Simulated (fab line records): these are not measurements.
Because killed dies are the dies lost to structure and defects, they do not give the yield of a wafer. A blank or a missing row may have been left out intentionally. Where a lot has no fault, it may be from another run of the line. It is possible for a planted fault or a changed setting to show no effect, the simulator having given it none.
Problem report in the 8D (eight disciplines) form, filled by code ; flow n5_finfet ; the parts of the form that need people (team, actions taken, sign-off) are left out

1. THE PROBLEM
Wafers without a fault read 50.00 rpm, standard deviation 0.032; platen_rpm at N5_BEOL_M10_CMP_52 reads a mean of 47.99 rpm on 6 wafers belonging to 2 lots. Measured from the usual mean, that is -63 standard deviations.
The step: polishes, stops on SiCOH lowk, t overpolish 7 s, target thk 140 nm.
Seen first at day 14 00:43 on cmp-02, wafer L323.2. The record holds 33 wafers of 11 lots with a number at this step. Rule for "out" (also "out of limits"): further than 4 standard deviations from the usual mean. The rest of the wafers with a number are treated as sound.

2. WHAT IT IS, WHAT IT ISN'T
question;is;is not
which readings at this step;platen_rpm;head_pressure_psi, motor_current_A, time_to_endpoint_s
which lots;L322, L323;L309, L310, L311, L314, L315, L319, L321, L324, L331
which wafers of those lots;all that have a number;-
read on which tools;cmp-02;cmp-03, cmp-04
when;from day 14 00:43;"up to then (21 sound wafers); but 6 sound wafers of L324, L331 came after"

3. THE SUSPECTS, EACH WITH WHAT RULES IT OUT
Counting: a tool stays on the suspect list if, at a process step up to the reading, it processed all lots that are out and no sound lot following the first of them.
- cmp-02 at N5_BEOL_M10_CMP_52 (polishes, stops on SiCOH lowk, t overpolish 7 s, target thk 140 nm): kept. It ran every lot that is out, first L323 (day 14 00:43), and no sound lot after that; its last sound lot up to then is L321 (day 13 15:26). On those wafers its own readings are out: platen_rpm.
Remaining after the count: cmp-02 at N5_BEOL_M10_CMP_52.

4. THE CAUSE (what the simulator had put in)
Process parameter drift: cmp-02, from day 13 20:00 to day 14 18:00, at N5_BEOL_M10_CMP_52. Setting platen_rpm shifted by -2 from 50. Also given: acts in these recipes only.
After counting, this tool was the only one left.

5. THE EFFECT CHAIN, in route order
Rows list readings where the struck wafers' mean (over those with a number) sits beyond 3 standard deviations from the usual. Only readings whose record carries a usual standard deviation are examined. hours: median over the lots of the time between each lot's start at the first step of this table that gives one and its start at this step. sigmas: the change, counted in usual standard deviations.
hours;step;reading;usual;on struck wafers;change;sigmas
0;N5_BEOL_M10_CMP_52;platen_rpm;50.00 rpm;47.99;-2.01;-63
Process steps it contains:
- N5_BEOL_M10_CMP_52: polishes, stops on SiCOH lowk, t overpolish 7 s, target thk 140 nm.

6. HOW IT WOULD HAVE BEEN CAUGHT EARLIER
In this record the first reading out of limits was taken at day 14 00:43, 5 hours after the fault began at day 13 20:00.
